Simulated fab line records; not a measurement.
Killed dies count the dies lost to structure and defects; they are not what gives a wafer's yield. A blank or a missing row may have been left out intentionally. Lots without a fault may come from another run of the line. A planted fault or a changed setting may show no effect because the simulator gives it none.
Chamber matching + flow nand harc + NHARC_P_GATE_DESCUM_48 on rie diel-10: 4 sister chambers
The step chemistry O2, time 3 s. 22 wafers are shown with their chamber, then 11 later ones without.

== EACH WAFER AND ITS CHAMBER ==
| wafer  | chamber | drypump motor current A (A) | oes product au (a.u.) | rf vpp V (V) |
|--------|---------|-----------------------------|-----------------------|--------------|
| L074.2 | 1       | 5.9                         | 1.001                 | 57.1         |
| L074.5 | 0       | 6.4                         | 0.980                 | 59.2         |
| L074.6 | 3       | 5.5                         | 0.992                 | 59.9         |
| L076.1 | 1       | 5.8                         | 0.997                 | 56.7         |
| L076.3 | 3       | 5.5                         | 0.998                 | 59.5         |
| L076.5 | 3       | 5.5                         | 0.995                 | 59.1         |
| L077.1 | 0       | 6.4                         | 0.994                 | 58.9         |
| L077.3 | 3       | 5.5                         | 1.008                 | 57.7         |
| L077.6 | 0       | 6.4                         | 1.002                 | 57.7         |
| L079.1 | 0       | 6.4                         | 0.986                 | 58.2         |
| L079.3 | 2       | 5.7                         | 1.011                 | 59.0         |
| L079.5 | 2       | 5.7                         | 1.009                 | 56.3         |
| L080.3 | 1       | 5.8                         | 1.003                 | 57.8         |
| L080.4 | 3       | 5.5                         | 1.004                 | 59.5         |
| L080.5 | 3       | 5.5                         | 0.999                 | 58.0         |
| L082.2 | 2       | 5.7                         | 1.024                 | 57.9         |
| L082.5 | 2       | 5.7                         | 1.016                 | 57.5         |
| L082.6 | 3       | 5.5                         | 0.999                 | 58.8         |
| L086.1 | 0       | 6.4                         | 0.991                 | 58.5         |
| L086.2 | 2       | 5.8                         | 1.018                 | 57.2         |
| L086.6 | 1       | 5.8                         | 1.012                 | 58.0         |
| L088.1 | 0       | 6.3                         | 0.993                 | 59.8         |

SIGNATURES (means of the wafers above)
| reading                 | chamber 0 | chamber 1 | chamber 2 | chamber 3 | scatter within a chamber |
|-------------------------|-----------|-----------|-----------|-----------|--------------------------|
| drypump motor current A | 6.383     | 5.825     | 5.720     | 5.500     | 0.0364                   |
| oes product au          | 0.99100   | 1.00325   | 1.01560   | 0.99929   | 0.0063                   |
| rf vpp V                | 58.717    | 57.400    | 57.580    | 58.929    | 0.81                     |
Rule: for each reading, subtract the chamber's mean from the wafer's reading, divide by that reading's scatter and square the result; add these up over the readings and take the root, which gives the wafer's distance from the chamber. The wafer belongs to the nearest chamber; if the next one is less than 2 further off, it can't be placed. The scatter is the square root of a quotient: the sum, over the shown wafers, of each reading's squared deviation from its chamber's mean, divided by wafers minus chambers.

== WAFERS WHOSE CHAMBER IS MISSING ==
| wafer  | drypump motor current A (A) | oes product au (a.u.) | rf vpp V (V) |
|--------|-----------------------------|-----------------------|--------------|
| L088.2 | 5.7                         | 0.994                 | 58.2         |
| L088.3 | 5.8                         | 0.990                 | 57.7         |
| L095.3 | 5.5                         | 0.985                 | 59.1         |
| L095.4 | 5.7                         | 0.996                 | 58.2         |
| L095.5 | 5.7                         | 0.995                 | 58.1         |
| L097.1 | 5.8                         | 0.990                 | 58.3         |
| L097.2 | 5.5                         | 0.987                 | 56.9         |
| L097.3 | 5.8                         | 0.990                 | 57.1         |
| L097.4 | 6.4                         | 0.989                 | 57.3         |
| L097.5 | 5.7                         | 0.988                 | 58.3         |
| L097.6 | 5.8                         | 1.004                 | 58.3         |

== WHICH CHAMBER EACH ONE RAN IN ==
| wafer  | from the rows above          | in truth                   |
|--------|------------------------------|----------------------------|
| L088.2 | can't be placed: 2 or 1      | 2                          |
| L088.3 | 1                            | 1                          |
| L095.3 | 3                            | 3                          |
| L095.4 | can't be placed: 2 or 1      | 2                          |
| L095.5 | can't be placed: 2 or 1      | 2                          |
| L097.1 | 1                            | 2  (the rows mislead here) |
| L097.2 | 3                            | 3                          |
| L097.3 | 1                            | 1                          |
| L097.4 | 0                            | 0                          |
| L097.5 | can't be placed: 1 or 2 or 3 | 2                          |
| L097.6 | can't be placed: 1 or 2      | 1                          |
Correctly placed: 5 of 11. These rows do not allow placing 5 (true chamber among the candidates in 5). Wrongly placed: 1.
